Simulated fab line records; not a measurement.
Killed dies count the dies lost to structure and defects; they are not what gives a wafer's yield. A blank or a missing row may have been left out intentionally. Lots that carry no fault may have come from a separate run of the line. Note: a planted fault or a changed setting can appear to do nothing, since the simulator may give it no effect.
fab line records | flow n5Finfet
[record] lots = 3 | wafers = 9 | lastDay = 17
route steps=1938 shown BEOL_M5@1186 BEOL_M6@1194 PASSIVATION@1936
lots untouched by any fault: they come from a run of this same line in which no faults occurred
startH: the number of hours between the record's first day and the start of the first shown wafer of the lot | waitH: hours since the lot's step before | " the same as in the row above | L1.1+2: several wafers, shown together as one row | - no value, or no start given | * or withheld: withheld | < > ~ a bound
route shown NAME@n: a module of which the file shows steps, and the number in the route of the first | usual: mean/standard deviation of fault-free wafers | same: alike in all rows | chamber/n: place in a boat | sites: per-site readings | _std_site: how widely they spread, as a standard deviation | _edge_site: outer sites' mean less inner sites' | radiusMm: for every site, how far away it sits from the centre of the wafer | mask NAME#n: copy n | behind: the last tool/chamber to shape the wafer | hold: why the lot went on hold/how many hours it stayed there/how the hold came to an end | device: the n, p or np transistor that did not switch | end of line: the same wafers' tests at the end of the route | a step given without rows: its recipe and nothing more | killed: dies that structure and defects cost at the first sort, which is not the same as the wafer's yield | map: a wafer's dies, marking killed ones x, the rest . and places with no die _
set.NAME: setting as actually run; set.NAME@STEP: the setting as run at that earlier step | model.NAME: the simulator's own value behind a step, which no gauge read
certain route steps with their lots: each step a table, each wafer a row
services: a tool's chamber out of use, with start hour (startH, from the record's first day; less than 0 if before it), hours out, and reason
[[steps]]
[step N5_BEOL_M5_CMP_52]
[recipe] stopOn = SiCOH_lowk | tOverpolishS = 6.9 | downForcePsi = 1 | platenRpm = 50 | clearingPlatenDownForcePsi = 1.5 | clearingPlatenRpm = 50 | postCmpClean = cuAlkaline | targetThkNm = 62 | clearingPlatenPadVelocityMS = 0.99484 | padVelocityMS = 0.99484
[step N5_BEOL_M5_PRE_CLEAN_77]
[recipe] gas = NH3/H2 | timeS = 15 | tempC = * | rfPowerW = 300
[step N5_BEOL_M5_CO_CAP_78]
[recipe] material = Co | targetThkA = 20 | tempC = 200 | precursor = CCTBA/H2 | pressureTorr = 30 | timeS = 102.1
[step N5_BEOL_M5_PRE_CLEAN_55]
[recipe] gas = NH3 | timeS = 15 | tempC = withheld | rfPowerW = 300
[step N5_BEOL_M5_DEP_56]
[recipe] material = SiCN | targetThkA = 80 | tempC = withheld | precursor = 3MS/NH3 | pressureTorr = 3 | rfW = 202 | timeS = 14
[step N5_BEOL_M6_ILD_DEP_00]
[recipe] material = SiCOH_lowk | targetThkA = 1797.5 | tempC = 300 | precursor = DEMS/porogen | pressureTorr = 5 | rfW = 500 | timeS = 33.4
[step N5_BEOL_M6_CURE_74]
[recipe] tempC = 385 | timeS = 240 | ambient = He/Ar | material = SiCOH_lowk
[step N5_BEOL_M6_PECVD_70]
[recipe] material = SiO2 | targetThkA = 200 | tempC = 400 | precursor = TEOS/O2 | pressureTorr = 5.5 | rfW = 450 | teosFlowSccm = 53.8 | gas = O2 | flowSccm = 3000 | timeS = 22.7
[step N5_BEOL_M6_HM_DEP_02]
[recipe] material = TiN | targetThkA = 200 | tempC = 25 | chamberPressurePa = 0.49996
[usual] susceptorTempC = 25.01/0.1 | throttleValvePct = 30.1/1
lot.wafer | tool          | chamber | startH | waitH | susceptorTempC | throttleValvePct | model.TiN_of_BEOL_M6_HM_DEP_02.thkNm
L882.2    | pvdSputter-03 | -       | 217.94 | 0.6   | 25.03          | 29.7             | 20
L882.5    | "             | -       | "      | "     | 25.01          | 30.3             | 19.6
L882.6    | "             | -       | "      | "     | 25.02          | 30.7             | 19.6
L884.1    | pvdSputter-03 | -       | 231.90 | 2.5   | 24.88          | 30.5             | 20
L884.4    | "             | -       | "      | "     | 24.84          | 30.6             | 26.4
L884.5    | "             | -       | "      | "     | 24.89          | 30.7             | 19.8
L896.1    | pvdSputter-02 | -       | 304.79 | 0.3   | 25.13          | 28.9             | 20.2
L896.4    | "             | -       | "      | "     | 24.88          | 31.1             | 20.2
L896.5    | "             | -       | "      | "     | 25.10          | 28.8             | 20.2
[step N5_BEOL_M6_COAT_59]
[recipe] resist = SOC | tempC = 250 | timeS = 60 | spinRpm = 1500 | resistThkNm = 100
[step N5_BEOL_M6_COAT_60]
[recipe] resist = SiARC | tempC = 220 | timeS = 60 | spinRpm = 1500 | resistThkNm = 35
[step N5_BEOL_M6_COAT_05]
[recipe] resist = CAR-ArF | spinRpm = 1500 | resistThkNm = 90
[step N5_BEOL_M6_EBR_07]
[recipe] solvent = PGMEA | ebrWidthMm = 1.5
[step N5_BEOL_M6_SOFTBAKE_06]
[recipe] tempC = 110 | timeS = 60 | resist = CAR-ArF
[step N5_BEOL_M6_EXPOSE_08]
[recipe] maskId = M6 | na = 1.35 | sourceShape = dipole | sigmaInner = 0.817 | sigmaOuter = 0.97 | polarization = te | doseMj = 68.25
[step N5_BEOL_M6_PEB_09]
[recipe] pebTempC = withheld | pebTimeS = 60 | resist = CAR-ArF
[step N5_BEOL_M6_DEVELOP_10]
[recipe] developTimeS = 30 | developer = TMAH | resist = CAR-ArF | rinseLiquid = diw | dry = airSpin | devTempC = 23
[step N5_BEOL_M6_DESCUM_16]
[recipe] chemistry = O2 | timeS = 7.9 | sourcePowerW = 50 | biasPowerW = 20 | pressureMtorr = 20 | rfFrequencyHz = 2.712e+07 | tempC = 40 | resist = CAR-ArF | o2FlowSccm = 225
[step N5_BEOL_M6_ETCH_61]
[recipe] chemistry = CF4 | target = SiARC | targetDepthA = 455 | maskMaterial = CAR-ArF | timeS = 75.8 | ionEnergyEv = 80 | pressureMtorr = 40 | sourceW = 545 | biasW = 36 | Ar_flow_sccm = 100 | cf4FlowSccm = 100 | ends = cleared
[step N5_BEOL_M6_ETCH_62]
[recipe] chemistry = N2/H2 | target = SOC | targetDepthA = 1100 | overetchA = 220 | maskMaterial = SiARC | tempC = 40 | timeS = 165 | ionEnergyEv = 200 | pressureMtorr = 30 | sourceW = 840 | biasW = 150 | n2FlowSccm = 200 | h2FlowSccm = 200
[step N5_BEOL_M6_STRIP_68]
[recipe] chemistry = N2/H2 | tempC = 40 | n2FlowSccm = 200 | h2FlowSccm = 200 | rfFrequencyHz = 6e+07
[step N5_BEOL_M6_STRIP_67]
[recipe] chemistry = CF4 | resist = SiARC | powerW = 300 | biasPowerW = 75 | pressureMtorr = 50 | cf4FlowSccm = 150 | rfFrequencyHz = 6e+07
[step N5_BEOL_M6_HM_OPEN_17]
[recipe] chemistry = Cl2/BCl3 | targetDepthA = 200 | overetchA = 60 | target = TiN | maskMaterial = SOC | ionEnergyEv = 150 | pressureMtorr = 10 | icpW = 1000 | biasW = 126 | Cl2_flow_sccm = 53.25 | bcl3FlowSccm = 21.75 | Ar_flow_sccm = 25
[usual] drypumpMotorCurrentA = 6.0/0.32 | oesProductAu = 0.67/0.076 | throttleValvePct = 22.07/0.2
lot.wafer | tool        | chamber | startH | waitH | drypumpMotorCurrentA | oesProductAu | rfHoursCounterH | throttleValvePct | model.etch.depthNm
L882.2    | rieMetal-03 | 1       | 218.68 | 0.0   | 6.0                  | 0.52         | 120             | 22.03            | 20.06
L882.5    | "           | 0       | "      | "     | 6.3                  | 0.67         | -               | 22.09            | 19.54
L882.6    | "           | 1       | "      | "     | 6.1                  | 0.52         | -               | 22.03            | 19.66
L884.1    | rieMetal-01 | 0       | 232.76 | 0.0   | 5.3                  | 0.65         | 42              | 21.73            | 20.07
L884.4    | "           | 0       | "      | "     | 5.3                  | 0.76         | -               | 21.56            | 26.32
L884.5    | "           | 0       | "      | "     | 5.3                  | 0.64         | -               | 21.75            | 19.73
L896.1    | rieMetal-03 | 0       | 305.65 | 0.0   | 6.3                  | 0.67         | 47              | 22.07            | 20.27
L896.4    | "           | 1       | "      | "     | 6.1                  | 0.82         | -               | 21.80            | 20.2
L896.5    | "           | 1       | "      | "     | 6.0                  | 0.82         | -               | 21.78            | 20.18
[step N5_BEOL_M6_STRIP_19]
[recipe] chemistry = O2 | powerW = 400 | tempC = 40 | pressureMtorr = 30 | rfFrequencyHz = 6e+07 | biasPowerW = 0 | overashFraction = 0.2 | o2FlowSccm = 225
[step N5_BEOL_M6_COAT_63]
[recipe] resist = SOC | tempC = 250 | timeS = 60 | spinRpm = 1500 | resistThkNm = 60
[step N5_BEOL_M6_COAT_64]
[recipe] resist = SiARC | tempC = 220 | timeS = 60 | spinRpm = 1500 | resistThkNm = 12
[step N5_BEOL_M6_COAT_71]
[recipe] resist = underlayer | tempC = 205 | timeS = 60 | spinRpm = 1500 | resistThkNm = 5
[step N5_BEOL_M6_COAT_22]
[recipe] resist = CAR-EUV | spinRpm = 1500 | resistThkNm = 30
[step N5_BEOL_M6_EBR_24]
[recipe] solvent = PGMEA | ebrWidthMm = 1.5
[step N5_BEOL_M6_SOFTBAKE_23]
[recipe] tempC = 110 | timeS = 60 | resist = CAR-EUV
[step N5_BEOL_M6_EXPOSE_25]
[recipe] maskId = V5 | na = 0.33 | sourceShape = annular | sigmaInner = 0.4 | sigmaOuter = 0.8 | polarization = unpolarized | targetCdNm = 40 | doseMj = 45
[step N5_BEOL_M6_PEB_26]
[recipe] pebTempC = 100 | pebTimeS = 60 | resist = CAR-EUV
[step N5_BEOL_M6_DEVELOP_27]
[recipe] developTimeS = 30 | developer = TMAH | resist = CAR-EUV | rinseLiquid = surfactantRinse | dry = airSpin | devTempC = 23
[step N5_BEOL_M6_TRENCH_ETCH_37]
[recipe] chemistry = C4F6/O2 | targetDepthA = 944.35 | target = SiCOH_lowk | timeS = 31.5 | ionEnergyEv = 250 | pressureMtorr = 30 | sourceW = 345 | biasW = 185 | Ar_flow_sccm = 300 | C4F6_flow_sccm = 10 | O2_flow_sccm = 10
[usual] C4F6_flow_sccm = 10.00/0.032 | drypumpMotorCurrentA = 5.6/0.59 | oesProductAu = 0.80/0.097 | rfVppV = 668/8.9 | showerheadPlenumPTorr = 2.83/0.095 | throttleValvePct = 20.92/0.3
lot.wafer | tool       | chamber | startH | waitH | C4F6_flow_sccm | drypumpMotorCurrentA | oesProductAu | rfHoursCounterH | rfVppV | showerheadPlenumPTorr | throttleValvePct | model.TiN_of_BEOL_M6_HM_DEP_02.thkNm
L882.2    | rieDiel-06 | 2       | -      | -     | 9.93           | 6.6                  | 1.00         | 4               | 671    | 3.03                  | 20.59            | 17.4
L882.5    | "          | 3       | "      | "     | 9.96           | 5.4                  | 0.68         | -               | 675    | 2.71                  | 21.25            | 16.8
L882.6    | "          | 2       | "      | "     | 9.99           | 6.6                  | 0.99         | -               | 670    | 3.03                  | 20.59            | 17
L884.1    | rieDiel-06 | 2       | -      | -     | 9.97           | 6.6                  | 0.98         | 9               | 671    | 3.03                  | 20.61            | 17.4
L884.4    | "          | 3       | "      | "     | 10.02          | 5.5                  | 0.66         | -               | 676    | 2.71                  | 21.24            | 23.6
L884.5    | "          | 1       | "      | "     | 10.01          | 4.9                  | 0.74         | -               | 653    | 2.75                  | 21.42            | 17
L896.1    | rieDiel-05 | 3       | -      | -     | 9.99           | 6.0                  | 0.68         | 248             | 671    | 2.92                  | 21.38            | 17.6
L896.4    | "          | 1       | "      | "     | 9.96           | 5.8                  | 0.92         | 21              | 669    | 2.81                  | 20.78            | 17.6
L896.5    | "          | 2       | "      | "     | 10.02          | 5.5                  | 0.90         | -               | 683    | 2.90                  | 20.57            | 17.4
[step N5_PASSIVATION_PROBE_49]
[usual] defectLimitedYield = 91.2/1.4 | killed_at_M0_to_M3 = 35/11 | killed_at_M4_up = 14/5.6 | killedAtContacts = 12/5.6 | killedAtFrontEnd = 38/11 | killedAtOther = 4/3.4 | killedDies = 103/17 | killedOpen = 68/12 | killedShort = 33/8.8 | sort_bin_5_function = 5.1/0.89 | sort_bin_6_memory = 3.3/0.71 | sortNPass = 1077/17 | sortYieldPct = 91.2/1.4
[same] grossDies = 1180 | killedAtBackSide = 0 | sort_bin_4_leakage[%] = 0 | sort_bin_8_speed[%] = 0
lot.wafer | tool      | chamber | startH | waitH | defectLimitedYield[%] | killed_at_M0_to_M3 | killed_at_M4_up | killedAtContacts | killedAtFrontEnd | killedAtOther | killedDies | killedOpen | killedShort | sort_bin_5_function[%] | sort_bin_6_memory[%] | sortNPass | sortYieldPct[%]
L884.4    | prober-02 | -       | 325.69 | 0.2   | 86.7                  | 85                 | 17              | 11               | 39               | 5             | 157        | 102        | 53          | 7.7                    | 5.2                  | 1023      | 86.7
// killed by level:class
L884.4 BEOL_M2:geometricParticle:open=27 BEOL_M0_SAQP:geometricParticle:open=16 BEOL_M0_SAQP:geometricParticle:short=14 FIN_SAQP:geometricParticle:short=12 MOL_CONTACT_COAG:geometricParticle:open=9 BEOL_M1:geometricParticle:open=9 STI_FIN_REVEAL:geometricParticle:open=6 BEOL_M2:geometricParticle:short=6
[[services]]
tool        | chamber | startH | hours | kind
rieDiel-05  | 2       | 197.50 | -     | clean
rieDiel-05  | 2       | 197.50 | -     | consumableReplace:focusRing
rieDiel-05  | 2       | 197.50 | 21.7  | scheduledDown
rieDiel-05  | 2       | 197.50 | 21.7  | ventCycle
rieDiel-05  | 1       | 219.55 | -     | clean
rieDiel-05  | 1       | 219.55 | -     | consumableReplace:focusRing
rieDiel-05  | 1       | 219.55 | 26.5  | scheduledDown
rieDiel-05  | 1       | 219.55 | 26.5  | ventCycle
rieDiel-05  | -       | 220.37 | 0.1   | repair
rieDiel-05  | -       | 242.12 | 2.8   | pm
rieDiel-05  | 0       | 249.32 | 13.7  | repair
rieDiel-06  | 3       | 249.67 | -     | clean
rieDiel-06  | 3       | 249.67 | -     | consumableReplace:focusRing
rieDiel-06  | 3       | 249.67 | -     | consumableReplace:showerhead
rieDiel-06  | 3       | 249.67 | 21.2  | scheduledDown
rieDiel-06  | 3       | 249.67 | 21.2  | ventCycle
rieMetal-03 | 1       | 261.15 | -     | clean
rieMetal-03 | 1       | 261.15 | 22.9  | scheduledDown
rieMetal-03 | 1       | 261.15 | 22.9  | ventCycle
[[key]]
firstSign none at tools or gauges
[modelEffect] step = N5_BEOL_M6_HM_DEP_02 | value = TiN_of_BEOL_M6_HM_DEP_02.thkNm | without = 19.6 | struck = 26.4
[modelEffect] step = N5_BEOL_M6_HM_OPEN_17 | value = etch.depthNm | without = 19.58 | struck = 26.32
[modelEffect] step = N5_BEOL_M6_TRENCH_ETCH_37 | value = TiN_of_BEOL_M6_HM_DEP_02.thkNm | without = 17 | struck = 23.6
metAt N5_BEOL_M6_HM_DEP_02
struckWafers L884.4
[fault] kind = processParameterDrift | tool = pvdSputter-03 | chamber = - | onsetH = 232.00 | steps = N5_BEOL_M6_HM_DEP_02 | channel = targetThkA | offset = * | shape = step | endH = 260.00 | scope = struckWafersOnly | actsIn = * | stated = *
